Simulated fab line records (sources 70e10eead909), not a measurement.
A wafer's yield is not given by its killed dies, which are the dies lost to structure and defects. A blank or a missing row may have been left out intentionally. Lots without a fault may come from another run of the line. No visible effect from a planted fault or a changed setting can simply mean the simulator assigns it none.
Which tool did it?	flow nandHarc	36 wafers from 12 lots sampled at 5 of the route's 1159 steps

## WHAT THE GAUGES SHOWED, per wafer
NHARC_A_SGD_CUT_THK_MEAS_22: measures by ellipsometry.
lot	measured	on	thkNm (nm)
L075	day 13 23:24	filmMetro-02	148.4 147.1 147.7
L076	day 14 17:49	filmMetro-01	151.8 146.9 148.3
L078	day 15 02:04	filmMetro-02	148.6 151.7 147.2
L081	day 16 00:05	filmMetro-02	148.7 148.5 147.8
L085	day 16 14:46	filmMetro-01	152.4 150.2 149.0
L083	day 16 14:55	filmMetro-02	145.4 147.0 146.4
L087	day 17 03:13	filmMetro-02	147.3 148.5 148.2
L090	day 17 16:26	filmMetro-02	149.5 145.9 148.2
L091	day 18 05:14	filmMetro-01	146.2 144.9 149.3
L094	day 18 18:50	filmMetro-02	149.6 146.9 150.4
L095	day 19 09:56	filmMetro-01	145.8 148.4 146.8
L097	day 20 00:26	filmMetro-02	148.7 147.2 146.6

## TOOL THAT RAN EACH LOT (tool first, then ch and the chambers of the sampled wafers, then the start)
lot	NHARC_A_STAIRCASE_STRIP_446	NHARC_A_STAIRCASE_CMP_450	NHARC_A_SGD_CUT_STRIP_17	NHARC_A_SGD_CUT_CMP_21
L075	plasmaAsher-02 ch 0,1, day 13 11:55	cmp-03 ch 0,1, day 13 12:41	rieDiel-04 ch 0,2, day 13 23:08 or earlier	cmp-04 ch 0,1, day 13 23:08
L076	plasmaAsher-01 ch 0,1, day 14 07:32	cmp-03 ch 0,2,3, day 14 08:20	rieDiel-07 ch 0,1,3, day 14 17:35 or earlier	cmp-01 ch 0,1,3, day 14 17:35
L078	plasmaAsher-02 ch 0,1, day 14 16:39	cmp-02 ch 0,1,2, day 14 17:26	rieDiel-07 ch 0,1,2, day 15 01:50 or earlier	cmp-02 ch 0,3, day 15 01:50
L081	plasmaAsher-02 ch 0,1, day 15 14:33	cmp-04 ch 0,1,3, day 15 15:22	rieDiel-07 ch 0,1,3, day 15 23:51 or earlier	cmp-02 ch 1,2,3, day 15 23:51
L085	plasmaAsher-01 ch 0,1, day 16 05:37	cmp-02 ch 0,1,3, day 16 06:26	rieDiel-10 ch 1,2, day 16 14:31 or earlier	cmp-02 ch 0,2, day 16 14:31
L083	plasmaAsher-01 ch 0,1, day 16 07:44	cmp-02 ch 1,2, day 16 08:32	rieDiel-10 ch 0,1,2, day 16 14:40 or earlier	cmp-02 ch 2,3, day 16 14:40
L087	plasmaAsher-01 ch 0,1, day 16 16:55	cmp-02 ch 0,1,3, day 16 17:43	rieDiel-04 ch 0,1,2, day 17 02:57 or earlier	cmp-01 ch 0,1,2, day 17 02:57
L090	plasmaAsher-01 ch 0,1, day 17 05:05	cmp-02 ch 0,3, day 17 05:50	rieDiel-07 ch 0,1, day 17 16:11 or earlier	cmp-02 ch 2,3, day 17 16:11
L091	plasmaAsher-01 ch 0,1, day 17 18:05	cmp-02 ch 1,2,3, day 17 18:53	rieDiel-04 ch 0,3, day 18 05:00 or earlier	cmp-04 ch 0,2,3, day 18 05:00
L094	plasmaAsher-01 ch 0,1, day 18 08:42	cmp-04 ch 0,2, day 18 09:28	rieDiel-07 ch 0,1,3, day 18 18:37 or earlier	cmp-04 ch 0,2,3, day 18 18:37
L095	plasmaAsher-01 ch 0,1, day 19 00:40	cmp-04 ch 0,3, day 19 01:26	rieDiel-10 ch 1,2, day 19 09:42 or earlier	cmp-01 ch 0,3, day 19 09:42
L097	plasmaAsher-02 ch 0,1, day 19 14:49	cmp-02 ch 0,1, day 19 15:32	rieDiel-07 ch 0,2,3, day 20 00:11 or earlier	cmp-04 ch 0,2, day 20 00:11
- NHARC_A_STAIRCASE_STRIP_446: strips in O2.
- NHARC_A_STAIRCASE_CMP_450: polishes SiO2, target thk 200 nm.
- NHARC_A_SGD_CUT_STRIP_17: strips in O2.
- NHARC_A_SGD_CUT_CMP_21: polishes, target thk 148.19 nm.

## THE ANSWER, worked out from the rows above alone
Rule: the lots themselves supply what counts as usual. Put in order of their means at a reading, lots are off if they are a third of the lots or fewer, leave a main group of 4 or more, and stand apart from it by a gap of 3 or more times the standard deviation of the main group's means; of several such gaps the widest counts. A main group is skipped when, at the precision printed for the reading in the tables above, its means are all equal. Also off: a lot with no number at a reading for which 4 or more lots have one. Where the step has rows for the other lots, those lots are counted as sound.
No lot is off at any reading shown: from this, nothing can be told.

## WHAT WAS PUT IN BY THE SIMULATOR
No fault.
